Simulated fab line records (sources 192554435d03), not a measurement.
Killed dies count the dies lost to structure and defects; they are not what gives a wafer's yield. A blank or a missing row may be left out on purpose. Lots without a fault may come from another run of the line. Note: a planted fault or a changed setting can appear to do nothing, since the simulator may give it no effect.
fab line records	flow n5Finfet
record lots=5	wafers=15	lastDay=17
route steps=1938 shown BEOL_M4@1099 BEOL_M5@1112 BEOL_M12@1619 PASSIVATION@1936
lots with no fault: from the same line, run without faults
startH: hours from the record's opening day to when the first of the lot's shown wafers began	waitH: hours elapsed since this lot's preceding step	" repeats the value in the row above	L1.1+2: one row covering several wafers at once	- no value present, or no start provided	* or withheld: withheld	< > ~ a bound
route shown NAME@n: a module of which the file shows steps, and the number in the route of the first	usual: average and standard deviation across the fault-free wafers	same: alike in all rows	chamber/n: place in a boat	sites: readings site by site	_std_site: how widely they spread, as a standard deviation	_edge_site: mean of outer sites minus mean of inner sites	radiusMm: for every site, how far away it sits from the centre of the wafer	mask NAME#n: copy n	behind: the last tool/chamber to shape the wafer	hold: reason for holding the lot/hours on hold/outcome of the hold	device: transistor that didn't switch, given as n, p or np	end of line: the same wafers' tests at the end of the route	where a step has no rows: the recipe by itself	killed: dies that structure and defects cost at the first sort, which is not the same as the wafer's yield	map: a wafer's dies, marking killed ones x, the rest . and places with no die _
set.NAME: setting as actually run; set.NAME@STEP: the setting as run at that earlier step	model.NAME: the simulator's own value behind a step, which no gauge read
lots at some steps of the route; a table a step, a row a wafer
services: the hour from which a tool's chamber was out of use, counted from the record's first day as startH (under 0 if before that day), plus the number of hours and why
## steps
# step N5_BEOL_M4_ANNEAL_95
# recipe tempC=400	timeS=240	ambient=vacuum
# step N5_BEOL_M4_SPUTTER_96
# recipe material=Cu	targetThkA=45	tempC=-20	chamberPressurePa=0.07	powerW=withheld	timeS=8.29
# step N5_BEOL_M4_ECD_50
# recipe material=Cu	targetThkA=3000
# step N5_BEOL_M4_ANNEAL_51
# recipe tempC=225	timeS=90	ambient=N2
# step N5_BEOL_M4_CMP_52
# recipe stopOn=SiOC	tOverpolishS=6.8	downForcePsi=1	platenRpm=50	clearingPlatenDownForcePsi=1.5	clearingPlatenRpm=50	postCmpClean=cuAlkaline	targetThkNm=40	clearingPlatenPadVelocityMS=0.99484	padVelocityMS=0.99484
# step N5_BEOL_M4_PRE_CLEAN_60
# recipe gas=NH3/H2	timeS=15	tempC=*	rfPowerW=300
# step N5_BEOL_M4_CO_CAP_55
# recipe material=Co	targetThkA=20	tempC=200	precursor=CCTBA/H2	pressureTorr=30	timeS=102.1
# step N5_BEOL_M4_PRE_CLEAN_56
# recipe gas=NH3	timeS=15	tempC=withheld	rfPowerW=300
# step N5_BEOL_M4_DEP_57
# recipe material=SiCN	targetThkA=80	tempC=withheld	precursor=3MS/NH3	pressureTorr=3	rfW=202	timeS=14
# step N5_BEOL_M4_RC_MEAS_101
# usual DIBL_N=36.4/1.4	DIBL_P=36.4/1.5	IOFF_N=0.156/0.022	IOFF_P=0.210/0.023	ION_N=675/9.1	ION_P=463/5.7	SS_N=71.6/0.45	SS_P=73.3/0.56	VT_N=250/3.1	VT_P=-250.3/2.3
lot.wafer	tool	chamber	startH	waitH	DIBL_N[mV/V]	DIBL_P[mV/V]	IOFF_N[nA/um]	IOFF_P[nA/um]	ION_N[uA/um]	ION_P[uA/um]	SS_N[mV/dec]	SS_P[mV/dec]	VT_N[mV]	VT_P[mV]
L464.1	prober-02	0	256.94	0.0	38.4	38.2	0.176	0.193	674	451	72.1	74.2	249	-253.9
L464.3	"	0	"	"	37.3	38.2	0.160	0.187	674	458	72.0	73.6	249	-254.2
L464.5	"	0	"	"	37.7	37.1	0.151	0.172	664	449	72.8	73.3	252	-255.6
L469.1	prober-01	0	280.13	0.0	36.7	35.5	0.161	0.218	686	464	71.5	72.3	249	-247.8
L469.5	"	0	"	"	37.9	36.2	0.184	0.224	684	465	71.9	72.6	247	-251.5
L469.6	"	0	"	"	37.6	36.7	0.178	0.236	695	468	71.3	73.4	246	-247.0
L470.2	prober-01	0	289.78	0.2	38.1	38.4	0.167	0.220	678	463	71.5	73.4	249	-250.6
L470.4	"	0	"	"	38.1	39.1	0.174	0.231	682	470	71.3	73.8	251	-248.8
L470.5	"	0	"	"	38.7	39.1	0.185	0.227	684	466	72.0	72.6	248	-251.4
L472.2	prober-02	0	306.25	0.2	38.1	36.5	0.167	0.231	679	466	71.3	73.3	251	-248.7
L472.3	"	0	"	"	36.9	35.3	0.149	0.216	675	465	71.3	72.9	251	-249.1
L472.4	"	0	"	"	36.9	35.2	0.148	0.219	671	469	71.4	72.7	254	-251.0
L474.1	prober-02	0	315.33	0.0	33.9	33.7	0.121	0.188	673	464	70.9	73.8	250	-250.0
L474.3	"	0	"	"	36.1	36.5	0.162	0.218	678	469	72.2	73.7	252	-247.1
L474.4	"	0	"	"	34.8	34.6	0.134	0.194	666	462	70.8	72.9	252	-249.0
# step N5_BEOL_M5_ILD_DEP_00
# recipe material=SiCOH_lowk	targetThkA=1406.4	tempC=300	precursor=DEMS/porogen	pressureTorr=5	rfW=500	timeS=25.9
# step N5_BEOL_M5_CURE_79
# recipe tempC=385	timeS=240	ambient=He/Ar	material=SiCOH_lowk
# step N5_BEOL_M5_PECVD_70
# recipe material=SiO2	targetThkA=160	tempC=400	precursor=TEOS/O2	pressureTorr=5.5	rfW=450	teosFlowSccm=53.8	gas=O2	flowSccm=3000	timeS=18
# step N5_BEOL_M5_HM_DEP_02
# recipe material=TiN	targetThkA=200	tempC=25	chamberPressurePa=0.49996
# step N5_BEOL_M5_COAT_59
# recipe resist=SOC	tempC=250	timeS=60	spinRpm=1500	resistThkNm=60
# step N5_BEOL_M5_COAT_60
# recipe resist=SiARC	tempC=220	timeS=60	spinRpm=1500	resistThkNm=12
# step N5_BEOL_M5_COAT_71
# recipe resist=underlayer	tempC=205	timeS=60	spinRpm=1500	resistThkNm=5
# step N5_BEOL_M5_COAT_05
# recipe resist=CAR-EUV	spinRpm=1500	resistThkNm=30
# step N5_BEOL_M5_EBR_07
# recipe solvent=PGMEA	ebrWidthMm=1.5
# step N5_BEOL_M5_SOFTBAKE_06
# recipe tempC=110	timeS=60	resist=CAR-EUV
# step N5_BEOL_M5_EXPOSE_08
# recipe maskId=M5	na=0.33	sourceShape=annular	sigmaInner=0.4	sigmaOuter=0.8	polarization=unpolarized	targetCdNm=28	doseMj=35.75
# step N5_BEOL_M5_PEB_09
# recipe pebTempC=100	pebTimeS=60	resist=CAR-EUV
# step N5_BEOL_M5_DEVELOP_10
# recipe developTimeS=30	developer=TMAH	resist=CAR-EUV	rinseLiquid=surfactantRinse	dry=airSpin	devTempC=23
# step N5_BEOL_M5_DESCUM_16
# recipe chemistry=O2	timeS=7	sourcePowerW=50	biasPowerW=20	pressureMtorr=20	rfFrequencyHz=2.712e+07	tempC=40	resist=CAR-EUV	o2FlowSccm=225
# step N5_BEOL_M5_ETCH_72
# recipe chemistry=N2/H2	target=underlayer	targetDepthA=65	maskMaterial=CAR-EUV	timeS=5.2	ionEnergyEv=200	pressureMtorr=30	sourceW=840	biasW=150	n2FlowSccm=200	h2FlowSccm=200	ends=cleared
# step N5_BEOL_M5_ETCH_61
# recipe chemistry=CF4	target=SiARC	targetDepthA=156	maskMaterial=CAR-EUV	timeS=26	ionEnergyEv=80	pressureMtorr=40	sourceW=545	biasW=36	Ar_flow_sccm=100	cf4FlowSccm=100	ends=cleared
# step N5_BEOL_M5_ETCH_62
# recipe chemistry=N2/H2	target=SOC	targetDepthA=750	overetchA=150	maskMaterial=SiARC	tempC=40	timeS=112.5	ionEnergyEv=200	pressureMtorr=30	sourceW=840	biasW=150	n2FlowSccm=200	h2FlowSccm=200
# step N5_BEOL_M5_STRIP_63
# recipe chemistry=N2/H2	tempC=40	n2FlowSccm=200	h2FlowSccm=200	rfFrequencyHz=6e+07
# step N5_BEOL_M5_STRIP_73
# recipe chemistry=N2/H2	tempC=40	n2FlowSccm=200	h2FlowSccm=200	rfFrequencyHz=6e+07
# step N5_BEOL_M5_STRIP_64
# recipe chemistry=CF4	resist=SiARC	powerW=300	biasPowerW=75	pressureMtorr=50	cf4FlowSccm=150	rfFrequencyHz=6e+07
# step N5_BEOL_M5_HM_OPEN_17
# recipe chemistry=Cl2/BCl3	targetDepthA=200	overetchA=60	target=TiN	maskMaterial=SOC	ionEnergyEv=150	pressureMtorr=10	icpW=1000	biasW=126	Cl2_flow_sccm=53.25	bcl3FlowSccm=21.75	Ar_flow_sccm=25
# step N5_BEOL_M5_STRIP_19
# recipe chemistry=O2	powerW=400	tempC=40	pressureMtorr=30	rfFrequencyHz=6e+07	biasPowerW=0	overashFraction=0.2	o2FlowSccm=225
# step N5_BEOL_M5_COAT_65
# recipe resist=SOC	tempC=250	timeS=60	spinRpm=1500	resistThkNm=60
# step N5_BEOL_M5_COAT_66
# recipe resist=SiARC	tempC=220	timeS=60	spinRpm=1500	resistThkNm=12
# step N5_BEOL_M12_STRIP_64
# recipe chemistry=N2/H2	powerW=1000	tempC=250	h2Frac=0.65	overashFraction=0.3	pressureMtorr=withheld	n2FlowSccm=1750	h2FlowSccm=3250
# usual drypumpMotorCurrentA=5.5/0.53	h2FlowSccm=3250/9.2	heaterPowerW=332/29	oesProductAu=0.716/0.0046	stripTimeToEndpointS=31.29/0.088
lot.wafer	tool	chamber	startH	waitH	drypumpMotorCurrentA	h2FlowSccm	heaterPowerW	oesProductAu	rfHoursCounterH	stripTimeToEndpointS	model.BARC_of_BEOL_M12_COAT_58.thkNm
L464.1	plasmaAsher-02	0	327.52	0.0	6.1	3252	345	0.712	78	31.37	0
L464.3	"	1	"	"	5.9	3257	334	0.721	-	31.34	0
L464.5	"	1	"	"	5.9	3239	333	0.707	-	31.37	0
L469.1	plasmaAsher-02	1	348.58	0.0	-	-	-	-	-	-	89
L469.5	"	1	"	"	-	-	-	-	-	-	89
L469.6	"	0	"	"	-	-	-	-	-	-	89
L470.2	plasmaAsher-01	1	355.86	0.0	-	-	-	-	-	-	89
L470.4	"	1	"	"	-	-	-	-	-	-	89
L470.5	"	0	"	"	-	-	-	-	-	-	89.4
L472.2	plasmaAsher-01	0	371.96	0.0	-	-	-	-	-	-	89.6
L472.3	"	0	"	"	-	-	-	-	-	-	89.2
L472.4	"	1	"	"	-	-	-	-	-	-	89.4
L474.1	plasmaAsher-01	0	378.79	0.0	5.6	3239	368	0.716	156	31.39	0
L474.3	"	0	"	"	5.6	3230	361	0.722	-	31.36	0
L474.4	"	1	"	"	4.7	3245	288	0.718	-	31.40	0
# step N5_BEOL_M12_ETCH_38
# recipe chemistry=CF4/N2	target=SiCN	targetDepthA=687	taperDeg=2	timeS=73.4	ionEnergyEv=150	maskMaterial=SiO2	pressureMtorr=40	sourceW=430	biasW=70	Ar_flow_sccm=100	cf4FlowSccm=60	n2FlowSccm=60
# usual drypumpMotorCurrentA=5.8/0.49	mfcArSccm=100.0/0.31	oesProductAu=0.79/0.074	rfVppV=383.4/1.9	showerheadPlenumPTorr=2.25/0.065	throttleValvePct=15.41/0.25
# same timeS=73.4
lot.wafer	tool	chamber	startH	waitH	drypumpMotorCurrentA	mfcArSccm	oesProductAu	rfHoursCounterH	rfVppV	showerheadPlenumPTorr	throttleValvePct	model.BARC_of_BEOL_M12_COAT_58.thkNm
L464.1	rieDiel-03	2	331.67	-	5.8	99.9	0.80	91	385.7	2.32	15.62	0
L464.3	"	3	"	"	6.1	99.6	0.72	217	380.3	2.18	15.61	0
L464.5	"	1	"	"	6.7	99.9	0.70	-	383.0	2.26	15.28	0
L469.1	rieDiel-03	3	352.52	-	6.1	99.6	0.71	226	381.6	2.18	15.64	29.6
L469.5	"	0	"	"	6.4	99.8	0.82	-	381.8	2.23	15.23	30.8
L469.6	"	3	"	"	6.1	100.0	0.70	-	381.2	2.18	15.63	30.4
L470.2	rieDiel-05	2	364.14	-	5.9	100.2	0.87	29	382.9	2.25	14.97	30.2
L470.4	"	1	"	"	4.9	100.4	0.79	-	380.1	2.13	15.31	31.6
L470.5	"	0	"	"	5.7	100.5	0.71	-	385.6	2.29	15.68	30.8
L472.2	rieDiel-05	2	376.45	-	5.9	99.5	0.86	36	385.4	2.24	14.97	29.8
L472.3	"	0	"	"	5.7	100.1	0.71	-	385.0	2.28	15.67	30
L472.4	"	2	"	"	6.0	100.0	0.86	-	382.8	2.25	14.99	29.8
L474.1	rieDiel-03	0	380.23	-	6.4	99.8	0.81	81	383.3	2.23	15.25	0
L474.3	"	2	"	"	5.8	99.3	0.77	110	385.9	2.31	15.66	0
L474.4	"	3	"	"	6.1	100.1	0.70	233	381.4	2.18	15.66	0
# step N5_PASSIVATION_PROBE_49
# usual defectLimitedYield=91.5/1.3	killed_at_M0_to_M3=33/10	killed_at_M4_up=13/4	killedAtContacts=12/6.3	killedAtFrontEnd=39/11	killedAtOther=3.4/2.6	killedDies=100/15	killedOnRim=13/4	killedOpen=65/11	killedShort=34/7.8	sort_bin_5_function=5.0/0.89	sort_bin_6_memory=3.2/0.58	sortNPass=1080/15	sortYieldPct=91.5/1.3
# same grossDies=1180	killedAtBackSide=0	sort_bin_4_leakage[%]=0	sort_bin_8_speed[%]=0
lot.wafer	tool	chamber	startH	waitH	defectLimitedYield[%]	killed_at_M0_to_M3	killed_at_M4_up	killedAtContacts	killedAtFrontEnd	killedAtOther	killedDies	killedOnRim	killedOpen	killedShort	sort_bin_5_function[%]	sort_bin_6_memory[%]	sortNPass	sortYieldPct[%]
L469.1	prober-02	-	392.41	0.0	49.6	39	504	13	38	1	595	123	67	35	46.6	3.6	585	49.6
L469.5	prober-02	-	392.61	0.2	46.9	35	538	20	33	1	627	140	65	36	48.9	3.6	553	46.9
L469.6	prober-02	-	392.66	0.3	50.6	28	500	17	36	2	583	35	53	39	46.2	3.0	597	50.6
L470.2	prober-02	-	394.43	0.1	50.3	38	491	8	38	11	586	17	62	41	45.8	3.5	594	50.3
L470.4	prober-02	-	394.53	0.2	48.8	38	518	11	36	1	604	135	53	37	47.8	3.1	576	48.8
L470.5	prober-02	-	394.58	0.2	49.3	52	498	5	37	6	598	32	65	45	46.4	3.9	582	49.3
L472.2	prober-01	-	416.82	0.1	51.4	23	483	24	40	4	574	36	63	39	45.7	2.5	606	51.4
L472.3	prober-01	-	416.87	0.1	50.2	36	502	11	39	0	588	14	60	36	46.0	3.1	592	50.2
L472.4	prober-01	-	416.92	0.2	50.5	29	487	22	43	3	584	103	66	44	45.8	3.3	596	50.5
# killed by level:class
L469.1 BEOL_M12:areaSputter=493 FIN_SAQP:geometricParticle:short=12 MOL_CONTACT_COAG:geometricParticle:open=8 BEOL_M1:geometricParticle:open=7 BEOL_M2:geometricParticle:open=7 FIN_SAQP:geometricParticle:open=6 BEOL_M3:geometricParticle:open=6 BEOL_M0_SAQP:geometricParticle:open=6
L469.5 BEOL_M12:areaSputter=526 MOL_CONTACT_COAG:geometricParticle:open=19 BEOL_M0_SAQP:geometricParticle:short=11 BEOL_M0_SAQP:geometricParticle:open=11 FIN_SAQP:geometricParticle:open=10 FIN_SAQP:geometricParticle:short=8 GATE_CUT:geometricParticle:short=6 BEOL_M6:geometricParticle:open=5
L469.6 BEOL_M12:areaSputter=491 FIN_SAQP:geometricParticle:short=14 MOL_CONTACT_COAG:geometricParticle:open=11 STI_FIN_REVEAL:geometricParticle:open=7 BEOL_M0_SAQP:geometricParticle:open=7 MOL_CONTACT_COAG:geometricParticle:short=6 BEOL_M2:geometricParticle:open=5 GATE_CUT:geometricParticle:short=5
L470.2 BEOL_M12:areaSputter=482 BEOL_M0_SAQP:geometricParticle:short=13 BEOL_M2:geometricParticle:open=9 MOL_CONTACT_COAG:geometricParticle:open=8 BEOL_M0_SAQP:geometricParticle:open=8 BEOL_M4:geometricParticle:open=6 FIN_SAQP:geometricParticle:short=5 GATE_CUT:geometricParticle:short=5
L470.4 BEOL_M12:areaSputter=512 FIN_SAQP:geometricParticle:short=10 BEOL_M3:geometricParticle:open=10 BEOL_M0_SAQP:geometricParticle:short=9 FIN_SAQP:geometricParticle:open=8 MOL_CONTACT_COAG:geometricParticle:open=8 GATE_CUT:geometricParticle:short=6 BEOL_M0_SAQP:geometricParticle:open=6
L470.5 BEOL_M12:areaSputter=486 BEOL_M0_SAQP:geometricParticle:short=14 BEOL_M0_SAQP:geometricParticle:open=12 BEOL_M3:geometricParticle:open=10 FIN_SAQP:geometricParticle:short=8 STI_FIN_REVEAL:geometricParticle:open=7 BEOL_M1:geometricParticle:open=7 STI_FIN_REVEAL:geometricParticle:short=5
L472.2 BEOL_M12:areaSputter=472 MOL_CONTACT_COAG:geometricParticle:open=19 FIN_SAQP:geometricParticle:short=13 GATE_CUT:geometricParticle:short=9 FIN_SAQP:geometricParticle:open=7 BEOL_M3:geometricParticle:open=7 GATE_CUT:geometricParticle:open=5 MOL_CONTACT_COAG:geometricParticle:short=5
L472.3 BEOL_M12:areaSputter=489 FIN_SAQP:geometricParticle:short=15 BEOL_M3:geometricParticle:open=14 BEOL_M2:geometricParticle:open=11 MOL_CONTACT_COAG:geometricParticle:open=9 GATE_CUT:geometricParticle:short=8 FIN_SAQP:geometricParticle:open=7 BEOL_M0_SAQP:geometricParticle:open=6
L472.4 BEOL_M12:areaSputter=474 FIN_SAQP:geometricParticle:short=22 MOL_CONTACT_COAG:geometricParticle:open=19 BEOL_M3:geometricParticle:open=8 FIN_SAQP:geometricParticle:open=6 BEOL_M0_SAQP:geometricParticle:short=6 GATE_CUT:geometricParticle:short=5 BEOL_M2:geometricParticle:open=5
# map L469.5 (x killed, . not)
_________________xxxxxxxxxxxx________________
______________xxxxxxxxxxxxxxxxxx_____________
___________xx.xxxxxxx.xx.xxxxxxxxxx__________
__________xxxxxxx.xxxx.xx.x.x.xxxxxx_________
________x.xxxx.xx.xx.xx..xxx.xxx.xxxxx_______
_______..xxxxxx.....x.xxxxxxx.x.x.xxxxx______
______xxxx.xx.xx..xx.......xxx..x.xxxxxx_____
_____xxxxxx..x.x...x.x.....x..xx..xxxxxxx____
____xx..xx.x....x....x.......x....xxxxxxxx___
___xxxx.x.x.x....xxxx....x....xx......xxxxx__
___xx.xxxxx......x...x...x.x.x..x..x.xxxxxx__
__xx.xxx.x..xxx...x...xx....x.x..x..xx.xxxxx_
__xxx..x.......x.............x...xx.xx.xxxxx_
_x.xxx.xx......x..x............x...xxx.x.xxxx
_xxxxx.....xx.....xx.......x...xx..xx.xxxxxxx
_x.x.x....x.x..x.........x....xx.....xxx.xxxx
_xxxxx.xxx......................x.xx..xxxxxxx
_xxxx.x...x..x..x..x.x..x...x..xxx..x.xxxxxxx
_xx.x...xx.x...x....x.......x....x...xxx.xxxx
_x.xxx.x...x................xx...x.x....xxx.x
_.x.x.xx....x...............x..xx...xxxxxxxxx
__xxxx.xx.....x.x...........x....xx....xxxxx_
__xxxxx...x.......x..x......x.....x..x.xxxxx_
___xx.xxx....x..........x.x.......xxxx.xxxx__
___xxxxx.xx.xx...xx...x......x..x....xx.xxx__
____xxxx.xx....x..........x.x..xxxxxxxxxxx___
_____xx.xxx.x.xx.x.......xx.x..x...xxxxxx____
______xx.xxxxx..x.x...x.xxx.x.xxx..xxxxx_____
_______xx.xx.xx.xx.x..x.xx.x.xxx.xxxxxx______
________xxxxxx...x..x.xx.xx.xx.xxxxxx._______
__________x.xxxxx.xxxx.xxxxxxxxxxxxx_________
___________xxxxxxx.xx...xxxx.xxxxx.__________
______________xxxxxxxx.xxxxxx.xx_____________
_________________xxxxxxxx..xx________________
# map L470.4 (x killed, . not)
_________________xxxxxxxxxxxx________________
______________xxxxxxx.xx.xxx.xxx_____________
___________xxxxxxx.xxxxxxxxxxxxxxxx__________
__________xxxxx.x.xx.x..xx.xxxxxxxxx_________
________xxxxxxxxxxxxxxx.x..x.xx.xxxx.x_______
_______xxxxx.xx...xx...x.....xx......xx______
______xxxxxxx.....x........xx.....xxxxxx_____
_____xxx..x.x.xx.xxx...x......x.xxxxxxxxx____
____xxxxxxxxxxx.....xx.......xxxx.xxxxxxxx___
___xxxxxxx...x..xx..x.....x.....x.....xx.xx__
___.xxxxx.xx.xxxx.x.x.............x..x..xxx__
__xxxxxx.xxxx..xx...........xx...x.x.x...xxx_
__x.xxxx.xxx.xx.x..x...............xxxx.x.xx_
_x.xxxxx.xxx......x..x...x........xx..x.xx.x.
_xxxxx.x.x...xxx..x..............x...xx..xxxx
_xxxxxxxx...x.xx......x...x..x......xx..xxxxx
_x.xxx.x..xx.x.x.x.x...x..............x...xxx
_xxxxxx...x............x.....x....xx.xx.x.xxx
_xxxxxxxx..x...x.x......................xxxx.
_xxxx.xxxx.x.x......x......x......x...x.xx.xx
_xxxxx..xx.xx.x...........xx.....xx.x.....x.x
__xxxxxxx..x...x..................x....xxx.x_
__xxxxx..x.x.xx......................xxxx.xx_
___xxxx.x.x......xx.xx.........x...xx...xxx__
___xxxxx.xxxxxx.x.....x...x.....x..x.x..xxx__
____xxxxxxxx.xxx.....x...x..xx.x...x.x.x.x___
_____x.xx.x..xx.x.xx......xx..x.xxx.x.x.x____
______xxx.xxx.x....x..x..x..x.xx.xxx...x_____
_______xxxx.x.x.x.xx...x..xxx.x....x.xx______
________xx.xxxxx.x..x.x..xxx..xxxxxx.._______
__________xxxxx.xxx.....xx..xxx..xxx_________
___________x.xxxxxx.xxxx.xxxxxxxxxx__________
______________xxxxxxxxxxx.xxxxxx_____________
_________________xxxxxxxxx..x________________
## services
tool	chamber	startH	hours	kind
rieDiel-05	-	322.76	14.6	pm
plasmaAsher-02	-	329.02	2.8	pm
rieDiel-05	0	341.64	21.4	repair
rieDiel-05	3	363.02	-	clean
rieDiel-05	3	363.02	-	consumableReplace:focusRing
rieDiel-05	3	363.02	17.6	scheduledDown
rieDiel-05	3	363.02	17.6	ventCycle
rieDiel-05	1	364.89	25.3	repair
rieDiel-03	3	373.30	4.5	repair
## key
firstSign step=N5_BEOL_M12_STRIP_64	reading=toolRecord	direction=missing
effect step=N5_PASSIVATION_PROBE_49	reading=killed_at_M4_up	direction=up	sigmas=99+	usual=13	struck=502
modelEffect step=N5_BEOL_M12_STRIP_64	value=BARC_of_BEOL_M12_COAT_58.thkNm	without=0	struck=89.18
modelEffect step=N5_BEOL_M12_ETCH_38	value=BARC_of_BEOL_M12_COAT_58.thkNm	without=0	struck=30.33
moreKillsBornAt N5_BEOL_M12_SPUTTER_43@pvdSputter-01=2915	N5_BEOL_M12_SPUTTER_43@pvdSputter-03=1510
metAt N5_BEOL_M12_STRIP_64
struckWafers L469.1,L469.5,L469.6,L470.2,L470.4,L470.5,L472.2,L472.3,L472.4
onsetBetween 327.52 348.58
fault kind=skippedStepWhole	tool=plasmaAsher-01,plasmaAsher-02	chamber=-	onsetH=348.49	steps=N5_BEOL_M12_STRIP_64	scope=struckLotsOnly
